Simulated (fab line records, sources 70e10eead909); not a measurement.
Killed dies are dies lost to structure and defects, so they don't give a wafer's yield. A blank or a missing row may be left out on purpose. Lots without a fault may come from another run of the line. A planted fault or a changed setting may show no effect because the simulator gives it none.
fab line records | flow nand_harc
record lots=6 wafers=18 last_day=32
route steps=1302 shown A_STAIRCASE@853
lots that met no fault: from a run of the same line without faults
start_h: hours from the record's first day to the start of the lot's first wafer shown | wait_h: hours since the lot's step before | " the same as in the row above | L1.1+2: a row that stands for several wafers | - no value, or no start given | * or withheld: withheld | < > ~ a bound
route shown NAME@n: a module of which the file shows steps, and the number in the route of the first | usual: mean/standard deviation of fault-free wafers | same: alike in all rows | chamber/n: place in a boat | sites: the reading at each site | _std_site: their standard deviation | _edge_site: outer sites' mean less inner sites' | radius_mm: how far each site lies from the wafer's centre | mask NAME#n: copy n | behind: the tool/chamber that last shaped the wafer | hold: why the lot was held/for how many hours/how that ended | device: the transistor (n, p or np) that didn't switch | end of line: the same wafers' tests at the end of the route | a step without rows: its recipe alone | killed: dies lost to structure and defects at the first sort, not the wafer's yield | map: a wafer's dies, x killed, . not, _ none there
set.NAME: the setting as run; set.NAME@STEP: as run at that earlier step | model.NAME: the simulator's own value behind a step, which no gauge read
lots at some steps of the route; a table a step, a row a wafer
services: from which hour (start_h, from the record's first day; less than 0 if before it) a tool's chamber was out of use, for how many hours, and why
## steps
# step NHARC_A_STAIRCASE_DEP_322
# recipe target_thk_a=72000 temp_c=400 target_thk_nm=7200 teos_flow_sccm=200 rf_w=500 material=SiO2
# usual heater_power_w=638/100 rf_fwd_power_W=499.6/1.4
# columns lot.wafer tool chamber start_h wait_h heater_power_w rf_fwd_power_W
L913.1 pecvd-03 0 430.37 0.2 554 500.4
L913.5 " 0 " " 447 499.5
L913.4 " 1 " " 556 502.3
L918.2 pecvd-02 1 470.21 0.3 824 499.8
L918.6 " 2 " " 570 499.6
L918.4 " 1 " " 705 501.0
L926.2 pecvd-01 2 560.13 0.1 697 500.9
L926.1 " 0 " " 662 502.3
L926.3 " 1 " " 800 498.7
L927.1 pecvd-02 0 573.15 0.1 653 501.5
L927.2 " 2 " " 616 499.3
L927.6 " 1 " " 697 496.6
L931.2 pecvd-03 1 612.79 0.2 677 501.1
L931.5 " 0 " " 467 502.0
L931.6 " 2 " " 694 501.4
L934.2 pecvd-02 1 629.36 0.1 786 498.6
L934.5 " 1 " " 722 499.8
L934.6 " 2 " " 572 498.9
# step NHARC_A_STAIRCASE_ANNEAL_323
# recipe temp_c=750 time_s=1800
# step NHARC_A_STAIRCASE_DEP_325
# recipe target_thk_a=72000 temp_c=400 target_thk_nm=7200 teos_flow_sccm=200 rf_w=500 material=SiO2
# usual heater_power_w=655/110 rf_fwd_power_W=499.8/1.3
# columns lot.wafer tool chamber start_h wait_h heater_power_w rf_fwd_power_W
L913.1 pecvd-01 1 438.31 0.3 880 499.7
L913.5 " 2 " " 694 502.6
L913.4 " 1 " " 716 499.8
L918.2 pecvd-02 0 478.03 0.3 569 500.1
L918.4 " 2 " " 576 500.1
L918.6 " 0 " " 535 500.9
L926.2 pecvd-02 0 569.20 0.1 649 499.9
L926.3 " 1 " " 779 499.2
L926.1 " 2 " " 586 496.8
L927.1 pecvd-02 1 581.07 0.2 830 498.2
L927.2 " 2 " " 576 497.2
L927.6 " 0 " " 522 500.1
L931.2 pecvd-01 1 620.49 0.1 823 499.2
L931.5 " 1 " " 748 500.2
L931.6 " 0 " " 545 499.5
L934.2 pecvd-01 0 636.72 0.1 644 501.9
L934.6 " 1 " " 746 500.2
L934.5 " 2 " " 608 499.4
# step NHARC_A_STAIRCASE_ANNEAL_326
# recipe temp_c=750 time_s=1800
# step NHARC_A_STAIRCASE_DEHYDRATE_433
# recipe temp_c=150 time_s=120
# step NHARC_A_STAIRCASE_HMDS_434
# recipe time_s=30
# step NHARC_A_STAIRCASE_COAT_435
# recipe spin_rpm=1200
# step NHARC_A_STAIRCASE_SOFTBAKE_436
# recipe temp_c=135 time_s=170
# step NHARC_A_STAIRCASE_EBR_437
# step NHARC_A_STAIRCASE_EXPOSE_438
# recipe na=0.5 dose_mj=28.97 mask_id=STAIR_REV
# usual exposure_dose_mJ_cm2=28.97/0.03 focus_offset_nm=-0.1/0.54
# columns lot.wafer tool chamber start_h wait_h mask exposure_dose_mJ_cm2 focus_offset_nm
L913.1 krf_scanner-02 0 448.20 - STAIR_REV#0 28.93 0.3
L913.4 " 0 " " STAIR_REV#0 28.96 0.3
L913.5 " 0 " " STAIR_REV#0 28.94 -0.1
L918.2 krf_scanner-03 0 488.17 - STAIR_REV#0 29.00 0.2
L918.4 " 0 " " STAIR_REV#0 29.02 0.4
L918.6 " 0 " " STAIR_REV#0 28.95 0.3
L926.1 krf_scanner-01 - 576.78 - STAIR_REV#0 - -
L926.2 " - " " STAIR_REV#0 - -
L926.3 " - " " STAIR_REV#0 - -
L927.1 krf_scanner-02 - 588.46 - STAIR_REV#0 - -
L927.2 " - " " STAIR_REV#0 - -
L927.6 " - " " STAIR_REV#0 - -
L931.2 krf_scanner-01 0 628.30 - STAIR_REV#0 28.94 -0.7
L931.5 " 0 " " STAIR_REV#0 28.96 -0.5
L931.6 " 0 " " STAIR_REV#0 28.92 -0.8
L934.2 krf_scanner-02 0 646.16 - STAIR_REV#0 28.97 0.7
L934.5 " 0 " " STAIR_REV#0 28.88 -0.8
L934.6 " 0 " " STAIR_REV#0 28.93 0.3
# step NHARC_A_STAIRCASE_PEB_439
# recipe peb_temp_c=115 peb_time_s=130
## services
# columns tool chamber start_h hours kind
pecvd-02 - 408.16 13.0 pm
pecvd-02 0 408.16 13.0 vent_cycle
pecvd-02 1 408.16 13.0 vent_cycle
pecvd-02 2 408.16 13.0 vent_cycle
krf_scanner-03 - 410.85 0.6 repair
krf_scanner-03 - 416.15 4.0 pm
pecvd-02 0 421.16 - clean
pecvd-03 1 479.31 8.4 repair
krf_scanner-01 - 484.00 4.0 pm
pecvd-01 - 492.07 13.0 pm
pecvd-03 0 504.16 5.4 repair
krf_scanner-03 - 512.28 2.4 repair
krf_scanner-01 - 514.71 0.2 repair
krf_scanner-01 - 524.20 0.6 repair
pecvd-03 - 547.93 13.0 pm
krf_scanner-03 - 550.10 1.4 repair
pecvd-02 - 552.46 1.6 repair
krf_scanner-02 - 556.03 1.5 repair
krf_scanner-02 - 565.65 4.0 pm
pecvd-01 - 567.02 2.1 repair
krf_scanner-02 - 572.33 0.2 repair
krf_scanner-03 - 588.15 4.0 pm
pecvd-02 - 589.16 13.0 pm
pecvd-03 - 625.09 0.6 repair
## key
first_sign step=NHARC_A_STAIRCASE_EXPOSE_438 reading=tool_record direction=missing
effect none on later readings
met_at NHARC_A_STAIRCASE_EXPOSE_438
struck_wafers L926.1,L926.2,L926.3,L927.1,L927.2,L927.6
later_rows_left_out L926.1,L926.2,L926.3,L927.1,L927.2,L927.6
sort_left_out L926.1,L926.2,L926.3,L927.1,L927.2,L927.6
tester_left_out L926,L927
onset_between 448.20 576.78
fault kind=skipped_step_whole tool=krf_scanner-01,krf_scanner-02 chamber=- onset_h=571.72 steps=NHARC_A_STAIRCASE_EXPOSE_438 scope=struck_lots_only
# tester_left_out: of these lots the tester's yield and bins aren't shown, on N5 and GAA mostly nor the transistor test; their killed dies are dies lost to structure and defects alone, not to doping, threshold or leakage, so they don't give the yield
# sort_left_out: the simulated sort isn't trusted on such a fault, so these wafers' sort isn't shown, and their yield isn't known
# later_rows_left_out: the simulator's readings of these wafers behind a module that went badly wrong aren't trusted and aren't shown, but for the sort
